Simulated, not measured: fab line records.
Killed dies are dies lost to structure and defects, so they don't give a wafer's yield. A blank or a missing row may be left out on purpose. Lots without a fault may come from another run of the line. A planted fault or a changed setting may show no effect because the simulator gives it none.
fab line records :: flow n5_finfet :: part 2 of 2: steps 28 to 34 of 34
record:
  lots: 5
  wafers: 15
  last_day: 17
route steps=1938 shown STI_FIN_REVEAL@207 DUMMY_GATE@212
lots untouched by any fault: they come from a run of this same line in which no faults occurred
start_h: hours from the record's first day to the start of the lot's first wafer shown :: wait_h: hours elapsed since this lot's preceding step :: " same as the row above :: L1.1+2: several wafers, shown together as one row :: - no value present, or no start provided :: * or withheld: withheld :: < > ~ a bound
route shown NAME@n: NAME is a module with steps in the file, n the number in the route of the first one :: usual: average and standard deviation across the fault-free wafers :: same: alike in all rows :: chamber/n: place in a boat :: sites: each site's reading :: _std_site: standard deviation across them :: _edge_site: the outer-site mean with the inner-site mean subtracted :: radius_mm: for every site, how far away it sits from the centre of the wafer :: mask NAME#n: copy n :: behind: the tool/chamber that last shaped the wafer :: hold: why the lot went on hold/how many hours it stayed there/how the hold came to an end :: device: whichever transistor did not switch (one of n, p or np) :: end of line: the route-end tests of the same wafers :: a step given without rows: its recipe and nothing more :: killed: at the first sort, the dies lost to defects and structure; wafer yield is something else :: map: shows each die of a wafer: x if killed, . if not, _ if none is there
set.NAME: the setting the step ran with; set.NAME@STEP: the setting that earlier step ran with :: model.NAME: the simulator's own value behind a step, which no gauge read
lots seen at some steps along the route; tables by step, rows by wafer
services: a tool's chamber out of use, with start hour (start_h, from the record's first day; less than 0 if before it), hours out, and reason
== steps ==
step: N5_DUMMY_GATE_DESCUM_20
recipe:
  chemistry: O2
  time_s: 6.2
  source_power_w: 50
  bias_power_w: 20
  pressure_mtorr: 20
  rf_frequency_hz: 2.712e+07
  temp_c: 40
  resist: CAR-EUV
  o2_flow_sccm: 225
usual:
  drypump_motor_current_A: 5.5/0.44
  oes_product_au: 0.82/0.079
  rf_vpp_V: 243.3/1.6
  showerhead_plenum_p_Torr: 2.11/0.094
  throttle_valve_pct: 20.32/0.18
lot.wafer: L077.3
tool: rie_diel-06
chamber: 1
start_h: 67.73
wait_h: 0.0
drypump_motor_current_A: 4.7
oes_product_au: 0.70
rf_hours_counter_h: 195
rf_vpp_V: 241.8
showerhead_plenum_p_Torr: 2.08
throttle_valve_pct: 20.46

lot.wafer: L077.4
tool: rie_diel-06
chamber: 0
start_h: 67.73
wait_h: 0.0
drypump_motor_current_A: 5.7
oes_product_au: 0.68
rf_hours_counter_h: 241
rf_vpp_V: 242.7
showerhead_plenum_p_Torr: 2.13
throttle_valve_pct: 20.24

lot.wafer: L077.6
tool: rie_diel-06
chamber: 3
start_h: 67.73
wait_h: 0.0
drypump_motor_current_A: 5.9
oes_product_au: 0.83
rf_hours_counter_h: -
rf_vpp_V: 241.6
showerhead_plenum_p_Torr: 1.94
throttle_valve_pct: 20.03

lot.wafer: L085.2
tool: rie_diel-06
chamber: 3
start_h: 113.83
wait_h: 0.0
drypump_motor_current_A: 5.9
oes_product_au: 0.82
rf_hours_counter_h: 117
rf_vpp_V: 240.2
showerhead_plenum_p_Torr: 1.93
throttle_valve_pct: 20.04

lot.wafer: L085.4
tool: rie_diel-06
chamber: 2
start_h: 113.83
wait_h: 0.0
drypump_motor_current_A: 5.4
oes_product_au: 0.85
rf_hours_counter_h: -
rf_vpp_V: 244.8
showerhead_plenum_p_Torr: 2.24
throttle_valve_pct: 20.40

lot.wafer: L085.6
tool: rie_diel-06
chamber: 3
start_h: 113.83
wait_h: 0.0
drypump_motor_current_A: 5.9
oes_product_au: 0.82
rf_hours_counter_h: -
rf_vpp_V: 241.1
showerhead_plenum_p_Torr: 1.93
throttle_valve_pct: 20.06

lot.wafer: L088.2
tool: rie_diel-05
chamber: 2
start_h: 133.22
wait_h: 0.0
drypump_motor_current_A: 5.1
oes_product_au: 0.85
rf_hours_counter_h: 54
rf_vpp_V: 244.1
showerhead_plenum_p_Torr: 2.22
throttle_valve_pct: 20.33

lot.wafer: L088.4
tool: rie_diel-05
chamber: 0
start_h: 133.22
wait_h: 0.0
drypump_motor_current_A: 6.0
oes_product_au: 0.85
rf_hours_counter_h: 55
rf_vpp_V: 243.8
showerhead_plenum_p_Torr: 2.12
throttle_valve_pct: 20.26

lot.wafer: L088.5
tool: rie_diel-05
chamber: 2
start_h: 133.22
wait_h: 0.0
drypump_motor_current_A: 5.1
oes_product_au: 0.85
rf_hours_counter_h: -
rf_vpp_V: 245.7
showerhead_plenum_p_Torr: 2.22
throttle_valve_pct: 20.29

lot.wafer: L091.1
tool: rie_diel-06
chamber: 1
start_h: 148.24
wait_h: 0.0
drypump_motor_current_A: 4.7
oes_product_au: 0.68
rf_hours_counter_h: 224
rf_vpp_V: 242.4
showerhead_plenum_p_Torr: 2.07
throttle_valve_pct: 20.50

lot.wafer: L091.4
tool: rie_diel-06
chamber: 0
start_h: 148.24
wait_h: 0.0
drypump_motor_current_A: 5.7
oes_product_au: 1.00
rf_hours_counter_h: 5
rf_vpp_V: 243.2
showerhead_plenum_p_Torr: 2.12
throttle_valve_pct: 20.05

lot.wafer: L091.6
tool: rie_diel-06
chamber: 1
start_h: 148.24
wait_h: 0.0
drypump_motor_current_A: 4.7
oes_product_au: 0.68
rf_hours_counter_h: -
rf_vpp_V: 243.1
showerhead_plenum_p_Torr: 2.07
throttle_valve_pct: 20.50

lot.wafer: L097.1
tool: rie_diel-05
chamber: 0
start_h: 185.16
wait_h: 0.0
drypump_motor_current_A: 6.1
oes_product_au: 0.82
rf_hours_counter_h: 71
rf_vpp_V: 243.1
showerhead_plenum_p_Torr: 2.11
throttle_valve_pct: 20.29

lot.wafer: L097.5
tool: rie_diel-05
chamber: 2
start_h: 185.16
wait_h: 0.0
drypump_motor_current_A: 5.1
oes_product_au: 0.83
rf_hours_counter_h: -
rf_vpp_V: 244.2
showerhead_plenum_p_Torr: 2.21
throttle_valve_pct: 20.32

lot.wafer: L097.6
tool: rie_diel-05
chamber: 1
start_h: 185.16
wait_h: 0.0
drypump_motor_current_A: 5.8
oes_product_au: 0.89
rf_hours_counter_h: -
rf_vpp_V: 243.0
showerhead_plenum_p_Torr: 2.15
throttle_valve_pct: 20.57
step: N5_DUMMY_GATE_ETCH_29
recipe:
  chemistry: N2/H2
  target: underlayer
  target_depth_a: 130
  ion_energy_ev: 200
  pressure_mtorr: 30
  source_w: 840
  bias_w: 150
  n2_flow_sccm: 200
  h2_flow_sccm: 200
usual:
  drypump_motor_current_A: 5.5/0.44
  h2_flow_sccm: 200.0/0.57
  oes_product_au: 0.82/0.08
  rf_vpp_V: 524.4/3
  showerhead_plenum_p_Torr: 2.56/0.11
  throttle_valve_pct: 17.76/0.2
lot.wafer: L077.3
tool: rie_diel-06
chamber: 1
start_h: 67.79
wait_h: 0.0
drypump_motor_current_A: 4.7
h2_flow_sccm: 200.2
oes_product_au: 0.70
rf_hours_counter_h: 195
rf_vpp_V: 524.3
showerhead_plenum_p_Torr: 2.51
throttle_valve_pct: 17.78

lot.wafer: L077.4
tool: rie_diel-06
chamber: 0
start_h: 67.79
wait_h: 0.0
drypump_motor_current_A: 5.6
h2_flow_sccm: 200.2
oes_product_au: 0.68
rf_hours_counter_h: 241
rf_vpp_V: 524.7
showerhead_plenum_p_Torr: 2.61
throttle_valve_pct: 17.86

lot.wafer: L077.6
tool: rie_diel-06
chamber: 3
start_h: 67.79
wait_h: 0.0
drypump_motor_current_A: 5.9
h2_flow_sccm: 200.4
oes_product_au: 0.83
rf_hours_counter_h: -
rf_vpp_V: 518.6
showerhead_plenum_p_Torr: 2.34
throttle_valve_pct: 17.41

lot.wafer: L085.2
tool: rie_diel-06
chamber: 3
start_h: 113.89
wait_h: 0.0
drypump_motor_current_A: 5.9
h2_flow_sccm: 200.3
oes_product_au: 0.81
rf_hours_counter_h: 117
rf_vpp_V: 519.1
showerhead_plenum_p_Torr: 2.34
throttle_valve_pct: 17.43

lot.wafer: L085.4
tool: rie_diel-06
chamber: 2
start_h: 113.89
wait_h: 0.0
drypump_motor_current_A: 5.4
h2_flow_sccm: 200.1
oes_product_au: 0.87
rf_hours_counter_h: -
rf_vpp_V: 527.0
showerhead_plenum_p_Torr: 2.68
throttle_valve_pct: 17.72

lot.wafer: L085.6
tool: rie_diel-06
chamber: 3
start_h: 113.89
wait_h: 0.0
drypump_motor_current_A: 5.9
h2_flow_sccm: 200.1
oes_product_au: 0.82
rf_hours_counter_h: -
rf_vpp_V: 520.1
showerhead_plenum_p_Torr: 2.34
throttle_valve_pct: 17.43

lot.wafer: L088.2
tool: rie_diel-05
chamber: 2
start_h: 133.29
wait_h: 0.0
drypump_motor_current_A: 5.1
h2_flow_sccm: 200.8
oes_product_au: 0.86
rf_hours_counter_h: 54
rf_vpp_V: 528.2
showerhead_plenum_p_Torr: 2.71
throttle_valve_pct: 17.78

lot.wafer: L088.4
tool: rie_diel-05
chamber: 0
start_h: 133.29
wait_h: 0.0
drypump_motor_current_A: 6.0
h2_flow_sccm: 200.2
oes_product_au: 0.85
rf_hours_counter_h: 55
rf_vpp_V: 525.0
showerhead_plenum_p_Torr: 2.59
throttle_valve_pct: 17.74

lot.wafer: L088.5
tool: rie_diel-05
chamber: 2
start_h: 133.29
wait_h: 0.0
drypump_motor_current_A: 5.1
h2_flow_sccm: 201.0
oes_product_au: 0.87
rf_hours_counter_h: -
rf_vpp_V: 528.3
showerhead_plenum_p_Torr: 2.71
throttle_valve_pct: 17.76

lot.wafer: L091.1
tool: rie_diel-06
chamber: 1
start_h: 148.30
wait_h: 0.0
drypump_motor_current_A: 4.7
h2_flow_sccm: 199.8
oes_product_au: 0.66
rf_hours_counter_h: 224
rf_vpp_V: 522.4
showerhead_plenum_p_Torr: 2.50
throttle_valve_pct: 17.81

lot.wafer: L091.4
tool: rie_diel-06
chamber: 0
start_h: 148.30
wait_h: 0.0
drypump_motor_current_A: 5.6
h2_flow_sccm: 199.7
oes_product_au: 0.97
rf_hours_counter_h: 5
rf_vpp_V: 525.1
showerhead_plenum_p_Torr: 2.61
throttle_valve_pct: 17.57

lot.wafer: L091.6
tool: rie_diel-06
chamber: 1
start_h: 148.30
wait_h: 0.0
drypump_motor_current_A: 4.7
h2_flow_sccm: 201.0
oes_product_au: 0.68
rf_hours_counter_h: -
rf_vpp_V: 523.8
showerhead_plenum_p_Torr: 2.50
throttle_valve_pct: 17.84

lot.wafer: L097.1
tool: rie_diel-05
chamber: 0
start_h: 185.22
wait_h: 0.0
drypump_motor_current_A: 6.1
h2_flow_sccm: 200.3
oes_product_au: 0.84
rf_hours_counter_h: 71
rf_vpp_V: 524.7
showerhead_plenum_p_Torr: 2.59
throttle_valve_pct: 17.78

lot.wafer: L097.5
tool: rie_diel-05
chamber: 2
start_h: 185.22
wait_h: 0.0
drypump_motor_current_A: 5.1
h2_flow_sccm: 200.2
oes_product_au: 0.85
rf_hours_counter_h: -
rf_vpp_V: 529.0
showerhead_plenum_p_Torr: 2.70
throttle_valve_pct: 17.79

lot.wafer: L097.6
tool: rie_diel-05
chamber: 1
start_h: 185.22
wait_h: 0.0
drypump_motor_current_A: 5.8
h2_flow_sccm: 200.1
oes_product_au: 0.89
rf_hours_counter_h: -
rf_vpp_V: 525.9
showerhead_plenum_p_Torr: 2.61
throttle_valve_pct: 18.14
step: N5_DUMMY_GATE_ETCH_36
recipe:
  chemistry: CF4
  target: SiARC
  target_depth_a: 130
  pressure_mtorr: 40
  source_w: 545
  bias_w: 36
  Ar_flow_sccm: 100
  cf4_flow_sccm: 100
  ion_energy_ev: 80
usual:
  cf4_flow_sccm: 99.99/0.29
  drypump_motor_current_A: 5.5/0.44
  oes_product_au: 0.82/0.08
  rf_vpp_V: 184.3/1.4
  showerhead_plenum_p_Torr: 2.16/0.079
  throttle_valve_pct: 15.46/0.15
lot.wafer: L077.3
tool: rie_diel-06
chamber: 1
start_h: 67.83
wait_h: 0.0
cf4_flow_sccm: 99.83
drypump_motor_current_A: 4.7
oes_product_au: 0.69
rf_hours_counter_h: 195
rf_vpp_V: 184.5
showerhead_plenum_p_Torr: 2.13
throttle_valve_pct: 15.72

lot.wafer: L077.4
tool: rie_diel-06
chamber: 0
start_h: 67.83
wait_h: 0.0
cf4_flow_sccm: 99.68
drypump_motor_current_A: 5.7
oes_product_au: 0.67
rf_hours_counter_h: 241
rf_vpp_V: 185.7
showerhead_plenum_p_Torr: 2.20
throttle_valve_pct: 15.74

lot.wafer: L077.6
tool: rie_diel-06
chamber: 3
start_h: 67.83
wait_h: 0.0
cf4_flow_sccm: 100.09
drypump_motor_current_A: 5.9
oes_product_au: 0.83
rf_hours_counter_h: -
rf_vpp_V: 183.7
showerhead_plenum_p_Torr: 2.00
throttle_valve_pct: 15.27

lot.wafer: L085.2
tool: rie_diel-06
chamber: 3
start_h: 113.93
wait_h: 0.0
cf4_flow_sccm: 99.83
drypump_motor_current_A: 5.9
oes_product_au: 0.81
rf_hours_counter_h: 117
rf_vpp_V: 182.5
showerhead_plenum_p_Torr: 2.00
throttle_valve_pct: 15.32

lot.wafer: L085.4
tool: rie_diel-06
chamber: 2
start_h: 113.93
wait_h: 0.0
cf4_flow_sccm: 99.60
drypump_motor_current_A: 5.4
oes_product_au: 0.87
rf_hours_counter_h: -
rf_vpp_V: 185.8
showerhead_plenum_p_Torr: 2.25
throttle_valve_pct: 15.41

lot.wafer: L085.6
tool: rie_diel-06
chamber: 3
start_h: 113.93
wait_h: 0.0
cf4_flow_sccm: 99.97
drypump_motor_current_A: 5.9
oes_product_au: 0.82
rf_hours_counter_h: -
rf_vpp_V: 182.0
showerhead_plenum_p_Torr: 2.00
throttle_valve_pct: 15.32

lot.wafer: L088.2
tool: rie_diel-05
chamber: 2
start_h: 133.33
wait_h: 0.0
cf4_flow_sccm: 99.63
drypump_motor_current_A: 5.1
oes_product_au: 0.86
rf_hours_counter_h: 54
rf_vpp_V: 185.5
showerhead_plenum_p_Torr: 2.25
throttle_valve_pct: 15.31

lot.wafer: L088.4
tool: rie_diel-05
chamber: 0
start_h: 133.33
wait_h: 0.0
cf4_flow_sccm: 100.22
drypump_motor_current_A: 6.0
oes_product_au: 0.86
rf_hours_counter_h: 55
rf_vpp_V: 184.6
showerhead_plenum_p_Torr: 2.16
throttle_valve_pct: 15.44

lot.wafer: L088.5
tool: rie_diel-05
chamber: 2
start_h: 133.33
wait_h: 0.0
cf4_flow_sccm: 99.97
drypump_motor_current_A: 5.1
oes_product_au: 0.86
rf_hours_counter_h: -
rf_vpp_V: 185.1
showerhead_plenum_p_Torr: 2.25
throttle_valve_pct: 15.30

lot.wafer: L091.1
tool: rie_diel-06
chamber: 1
start_h: 148.34
wait_h: 0.0
cf4_flow_sccm: 100.10
drypump_motor_current_A: 4.7
oes_product_au: 0.69
rf_hours_counter_h: 224
rf_vpp_V: 183.9
showerhead_plenum_p_Torr: 2.12
throttle_valve_pct: 15.80

lot.wafer: L091.4
tool: rie_diel-06
chamber: 0
start_h: 148.34
wait_h: 0.0
cf4_flow_sccm: 99.64
drypump_motor_current_A: 5.6
oes_product_au: 0.98
rf_hours_counter_h: 5
rf_vpp_V: 184.7
showerhead_plenum_p_Torr: 2.19
throttle_valve_pct: 15.33

lot.wafer: L091.6
tool: rie_diel-06
chamber: 1
start_h: 148.34
wait_h: 0.0
cf4_flow_sccm: 99.88
drypump_motor_current_A: 4.7
oes_product_au: 0.67
rf_hours_counter_h: -
rf_vpp_V: 183.4
showerhead_plenum_p_Torr: 2.12
throttle_valve_pct: 15.80

lot.wafer: L097.1
tool: rie_diel-05
chamber: 0
start_h: 185.26
wait_h: 0.0
cf4_flow_sccm: 100.11
drypump_motor_current_A: 6.1
oes_product_au: 0.84
rf_hours_counter_h: 71
rf_vpp_V: 183.7
showerhead_plenum_p_Torr: 2.15
throttle_valve_pct: 15.45

lot.wafer: L097.5
tool: rie_diel-05
chamber: 2
start_h: 185.26
wait_h: 0.0
cf4_flow_sccm: 99.79
drypump_motor_current_A: 5.1
oes_product_au: 0.85
rf_hours_counter_h: -
rf_vpp_V: 187.1
showerhead_plenum_p_Torr: 2.24
throttle_valve_pct: 15.33

lot.wafer: L097.6
tool: rie_diel-05
chamber: 1
start_h: 185.26
wait_h: 0.0
cf4_flow_sccm: 99.90
drypump_motor_current_A: 5.8
oes_product_au: 0.88
rf_hours_counter_h: -
rf_vpp_V: 184.3
showerhead_plenum_p_Torr: 2.19
throttle_valve_pct: 15.55
step: N5_DUMMY_GATE_ETCH_37
recipe:
  chemistry: N2/H2
  target: SOC
  target_depth_a: 600
  overetch_a: 300
  temp_c: 40
  ion_energy_ev: 200
  pressure_mtorr: 30
  source_w: 840
  bias_w: 150
  n2_flow_sccm: 200
  h2_flow_sccm: 200
usual:
  drypump_motor_current_A: 5.5/0.44
  h2_flow_sccm: 200.0/0.7
  oes_product_au: 0.65/0.06
  rf_vpp_V: 524/3.1
  showerhead_plenum_p_Torr: 2.56/0.11
  throttle_valve_pct: 17.69/0.2
lot.wafer: L077.3
tool: rie_diel-06
chamber: 1
start_h: 67.87
wait_h: 0.0
drypump_motor_current_A: 4.7
h2_flow_sccm: 199.1
oes_product_au: 0.57
rf_hours_counter_h: 195
rf_vpp_V: 524
showerhead_plenum_p_Torr: 2.51
throttle_valve_pct: 17.73

lot.wafer: L077.4
tool: rie_diel-06
chamber: 0
start_h: 67.87
wait_h: 0.0
drypump_motor_current_A: 5.7
h2_flow_sccm: 199.6
oes_product_au: 0.53
rf_hours_counter_h: 241
rf_vpp_V: 525
showerhead_plenum_p_Torr: 2.61
throttle_valve_pct: 17.77

lot.wafer: L077.6
tool: rie_diel-06
chamber: 3
start_h: 67.87
wait_h: 0.0
drypump_motor_current_A: 5.9
h2_flow_sccm: 200.6
oes_product_au: 0.65
rf_hours_counter_h: -
rf_vpp_V: 517
showerhead_plenum_p_Torr: 2.34
throttle_valve_pct: 17.34

lot.wafer: L085.2
tool: rie_diel-06
chamber: 3
start_h: 113.97
wait_h: 0.0
drypump_motor_current_A: 5.9
h2_flow_sccm: 200.4
oes_product_au: 0.64
rf_hours_counter_h: 117
rf_vpp_V: 518
showerhead_plenum_p_Torr: 2.34
throttle_valve_pct: 17.35

lot.wafer: L085.4
tool: rie_diel-06
chamber: 2
start_h: 113.97
wait_h: 0.0
drypump_motor_current_A: 5.4
h2_flow_sccm: 199.8
oes_product_au: 0.66
rf_hours_counter_h: -
rf_vpp_V: 530
showerhead_plenum_p_Torr: 2.68
throttle_valve_pct: 17.63

lot.wafer: L085.6
tool: rie_diel-06
chamber: 3
start_h: 113.97
wait_h: 0.0
drypump_motor_current_A: 5.9
h2_flow_sccm: 200.8
oes_product_au: 0.64
rf_hours_counter_h: -
rf_vpp_V: 518
showerhead_plenum_p_Torr: 2.34
throttle_valve_pct: 17.37

lot.wafer: L088.2
tool: rie_diel-05
chamber: 2
start_h: 133.37
wait_h: 0.0
drypump_motor_current_A: 5.1
h2_flow_sccm: 200.3
oes_product_au: 0.67
rf_hours_counter_h: 54
rf_vpp_V: 528
showerhead_plenum_p_Torr: 2.71
throttle_valve_pct: 17.68

lot.wafer: L088.4
tool: rie_diel-05
chamber: 0
start_h: 133.37
wait_h: 0.0
drypump_motor_current_A: 6.0
h2_flow_sccm: 201.1
oes_product_au: 0.67
rf_hours_counter_h: 55
rf_vpp_V: 524
showerhead_plenum_p_Torr: 2.59
throttle_valve_pct: 17.68

lot.wafer: L088.5
tool: rie_diel-05
chamber: 2
start_h: 133.37
wait_h: 0.0
drypump_motor_current_A: 5.1
h2_flow_sccm: 199.6
oes_product_au: 0.67
rf_hours_counter_h: -
rf_vpp_V: 530
showerhead_plenum_p_Torr: 2.71
throttle_valve_pct: 17.71

lot.wafer: L091.1
tool: rie_diel-06
chamber: 1
start_h: 148.38
wait_h: 0.0
drypump_motor_current_A: 4.7
h2_flow_sccm: 200.1
oes_product_au: 0.54
rf_hours_counter_h: 224
rf_vpp_V: 523
showerhead_plenum_p_Torr: 2.50
throttle_valve_pct: 17.75

lot.wafer: L091.4
tool: rie_diel-06
chamber: 0
start_h: 148.38
wait_h: 0.0
drypump_motor_current_A: 5.6
h2_flow_sccm: 200.9
oes_product_au: 0.77
rf_hours_counter_h: 5
rf_vpp_V: 526
showerhead_plenum_p_Torr: 2.60
throttle_valve_pct: 17.47

lot.wafer: L091.6
tool: rie_diel-06
chamber: 1
start_h: 148.38
wait_h: 0.0
drypump_motor_current_A: 4.7
h2_flow_sccm: 199.1
oes_product_au: 0.55
rf_hours_counter_h: -
rf_vpp_V: 523
showerhead_plenum_p_Torr: 2.50
throttle_valve_pct: 17.77

lot.wafer: L097.1
tool: rie_diel-05
chamber: 0
start_h: 185.30
wait_h: 0.0
drypump_motor_current_A: 6.0
h2_flow_sccm: 200.0
oes_product_au: 0.66
rf_hours_counter_h: 71
rf_vpp_V: 526
showerhead_plenum_p_Torr: 2.59
throttle_valve_pct: 17.71

lot.wafer: L097.5
tool: rie_diel-05
chamber: 2
start_h: 185.30
wait_h: 0.0
drypump_motor_current_A: 5.1
h2_flow_sccm: 200.0
oes_product_au: 0.66
rf_hours_counter_h: -
rf_vpp_V: 527
showerhead_plenum_p_Torr: 2.70
throttle_valve_pct: 17.72

lot.wafer: L097.6
tool: rie_diel-05
chamber: 1
start_h: 185.30
wait_h: 0.0
drypump_motor_current_A: 5.9
h2_flow_sccm: 201.1
oes_product_au: 0.69
rf_hours_counter_h: -
rf_vpp_V: 526
showerhead_plenum_p_Torr: 2.61
throttle_valve_pct: 18.04
step: N5_DUMMY_GATE_STRIP_38
recipe:
  chemistry: N2/H2
  temp_c: 40
  n2_flow_sccm: 200
  h2_flow_sccm: 200
  rf_frequency_hz: 6e+07
lot.wafer: L077.3+4+6
tool: rie_diel-06
chamber: 1,0,3
start_h: 67.91
wait_h: 0.0

lot.wafer: L085.2+4+6
tool: rie_diel-06
chamber: 3,2,3
start_h: 114.01
wait_h: 0.0

lot.wafer: L088.2+4+5
tool: rie_diel-05
chamber: 2,0,2
start_h: 133.41
wait_h: 0.0

lot.wafer: L091.1+4+6
tool: rie_diel-06
chamber: 1,0,1
start_h: 148.42
wait_h: 0.0

lot.wafer: L097.1+5+6
tool: rie_diel-05
chamber: 0,2,1
start_h: 185.34
wait_h: 0.0
step: N5_DUMMY_GATE_STRIP_39
recipe:
  chemistry: N2/H2
  temp_c: 40
  n2_flow_sccm: 200
  h2_flow_sccm: 200
  rf_frequency_hz: 6e+07
lot.wafer: L077.3+4+6
tool: rie_diel-06
chamber: 1,0,3
start_h: 67.92
wait_h: 0.0

lot.wafer: L085.2+4+6
tool: rie_diel-06
chamber: 3,2,3
start_h: 114.02
wait_h: 0.0

lot.wafer: L088.2+4+5
tool: rie_diel-05
chamber: 2,0,2
start_h: 133.42
wait_h: 0.0

lot.wafer: L091.1+4+6
tool: rie_diel-06
chamber: 1,0,1
start_h: 148.43
wait_h: 0.0

lot.wafer: L097.1+5+6
tool: rie_diel-05
chamber: 0,2,1
start_h: 185.35
wait_h: 0.0
step: N5_DUMMY_GATE_TRIM_49
recipe:
  chemistry: O2
  resist: SOC
  time_s: 29
  target_cd_nm: 14
  source_power_w: 300
  bias_power_w: 0
  O2_flow_sccm: 100
  temp_c: 20
usual:
  drypump_motor_current_A: 5.7/0.55
  he_backside_leak_sccm: 2.74/0.26
  oes_product_au: 0.994/0.016
  throttle_valve_pct: 8.15/0.095
lot.wafer: L077.3
tool: rie_si-04
chamber: 0
start_h: 67.95
wait_h: 0.0
drypump_motor_current_A: 6.4
he_backside_leak_sccm: 3.03
oes_product_au: 0.989
rf_hours_counter_h: 143
throttle_valve_pct: 8.16

lot.wafer: L077.4
tool: rie_si-04
chamber: 3
start_h: 67.95
wait_h: 0.0
drypump_motor_current_A: 4.9
he_backside_leak_sccm: 3.03
oes_product_au: 0.989
rf_hours_counter_h: 5
throttle_valve_pct: 8.09

lot.wafer: L077.6
tool: rie_si-04
chamber: 3
start_h: 67.95
wait_h: 0.0
drypump_motor_current_A: 4.9
he_backside_leak_sccm: 3.04
oes_product_au: 0.993
rf_hours_counter_h: -
throttle_valve_pct: 8.09

lot.wafer: L085.2
tool: rie_si-04
chamber: 2
start_h: 114.06
wait_h: 0.0
drypump_motor_current_A: 5.9
he_backside_leak_sccm: 2.47
oes_product_au: 1.025
rf_hours_counter_h: 4
throttle_valve_pct: 8.10

lot.wafer: L085.4
tool: rie_si-04
chamber: 1
start_h: 114.06
wait_h: 0.0
drypump_motor_current_A: 6.1
he_backside_leak_sccm: 2.64
oes_product_au: 1.007
rf_hours_counter_h: 182
throttle_valve_pct: 8.28

lot.wafer: L085.6
tool: rie_si-04
chamber: 1
start_h: 114.06
wait_h: 0.0
drypump_motor_current_A: 6.0
he_backside_leak_sccm: 2.62
oes_product_au: 1.004
rf_hours_counter_h: -
throttle_valve_pct: 8.27

lot.wafer: L088.2
tool: rie_si-03
chamber: 3
start_h: 133.45
wait_h: 0.0
drypump_motor_current_A: 5.0
he_backside_leak_sccm: 2.64
oes_product_au: 1.001
rf_hours_counter_h: 56
throttle_valve_pct: 8.04

lot.wafer: L088.4
tool: rie_si-03
chamber: 1
start_h: 133.45
wait_h: 0.0
drypump_motor_current_A: 5.6
he_backside_leak_sccm: 2.37
oes_product_au: 0.958
rf_hours_counter_h: 9
throttle_valve_pct: 8.04

lot.wafer: L088.5
tool: rie_si-03
chamber: 1
start_h: 133.45
wait_h: 0.0
drypump_motor_current_A: 5.5
he_backside_leak_sccm: 2.36
oes_product_au: 0.953
rf_hours_counter_h: -
throttle_valve_pct: 8.03

lot.wafer: L091.1
tool: rie_si-03
chamber: 1
start_h: 148.46
wait_h: 0.0
drypump_motor_current_A: 5.5
he_backside_leak_sccm: 2.39
oes_product_au: 0.955
rf_hours_counter_h: 9
throttle_valve_pct: 8.05

lot.wafer: L091.4
tool: rie_si-03
chamber: 2
start_h: 148.46
wait_h: 0.0
drypump_motor_current_A: 6.5
he_backside_leak_sccm: 2.95
oes_product_au: 0.973
rf_hours_counter_h: 106
throttle_valve_pct: 8.27

lot.wafer: L091.6
tool: rie_si-03
chamber: 3
start_h: 148.46
wait_h: 0.0
drypump_motor_current_A: 5.0
he_backside_leak_sccm: 2.61
oes_product_au: 1.010
rf_hours_counter_h: -
throttle_valve_pct: 8.05

lot.wafer: L097.1
tool: rie_si-03
chamber: 0
start_h: 185.38
wait_h: 0.0
drypump_motor_current_A: 5.9
he_backside_leak_sccm: 2.65
oes_product_au: 0.995
rf_hours_counter_h: 52
throttle_valve_pct: 7.99

lot.wafer: L097.5
tool: rie_si-03
chamber: 1
start_h: 185.38
wait_h: 0.0
drypump_motor_current_A: 5.5
he_backside_leak_sccm: 2.30
oes_product_au: 0.970
rf_hours_counter_h: -
throttle_valve_pct: 8.04

lot.wafer: L097.6
tool: rie_si-03
chamber: 2
start_h: 185.38
wait_h: 0.0
drypump_motor_current_A: 6.4
he_backside_leak_sccm: 2.94
oes_product_au: 0.964
rf_hours_counter_h: -
throttle_valve_pct: 8.26
== services ==
tool: euv_scanner-02
chamber: -
start_h: 42.08
hours: 1.0
kind: pm

tool: cmp-03
chamber: -
start_h: 44.51
hours: 9.7
kind: pm

tool: rie_si-03
chamber: 2
start_h: 48.12
hours: 6.6
kind: repair

tool: euv_scanner-01
chamber: -
start_h: 60.84
hours: 1.0
kind: pm

tool: euv_scanner-01
chamber: -
start_h: 64.15
hours: 4.6
kind: pm

tool: wet_bench-04
chamber: -
start_h: 64.24
hours: 4.4
kind: pm

tool: pecvd-01
chamber: -
start_h: 65.20
hours: 12.1
kind: repair

tool: rie_diel-05
chamber: 0
start_h: 73.14
hours: 6.9
kind: repair

tool: euv_scanner-01
chamber: -
start_h: 77.14
hours: 40.7
kind: repair

tool: ald_sin-04
chamber: -
start_h: 85.37
hours: 14.0
kind: pm

tool: cmp-03
chamber: -
start_h: 87.12
hours: 1.6
kind: repair

tool: rie_si-03
chamber: 1
start_h: 96.87
hours: 2.1
kind: repair

tool: rie_si-03
chamber: 1
start_h: 103.80
hours: 9.2
kind: repair

tool: euv_scanner-02
chamber: -
start_h: 112.27
hours: 1.0
kind: pm

tool: euv_scanner-02
chamber: -
start_h: 116.66
hours: 2.5
kind: repair

tool: euv_scanner-02
chamber: -
start_h: 119.16
hours: 4.6
kind: pm

tool: cmp-03
chamber: -
start_h: 121.86
hours: 1.9
kind: repair

tool: cmp-04
chamber: -
start_h: 123.58
hours: 4.3
kind: pm

tool: euv_scanner-01
chamber: -
start_h: 123.80
hours: 1.0
kind: pm

tool: wet_bench-06
chamber: -
start_h: 131.72
hours: 1.5
kind: repair

tool: rie_si-03
chamber: 0
start_h: 155.76
hours: 9.3
kind: repair

tool: euv_scanner-01
chamber: -
start_h: 170.35
hours: 0.8
kind: repair

tool: euv_scanner-01
chamber: -
start_h: 173.14
hours: 1.0
kind: pm

tool: wet_bench-02
chamber: -
start_h: 184.61
hours: 6.7
kind: repair
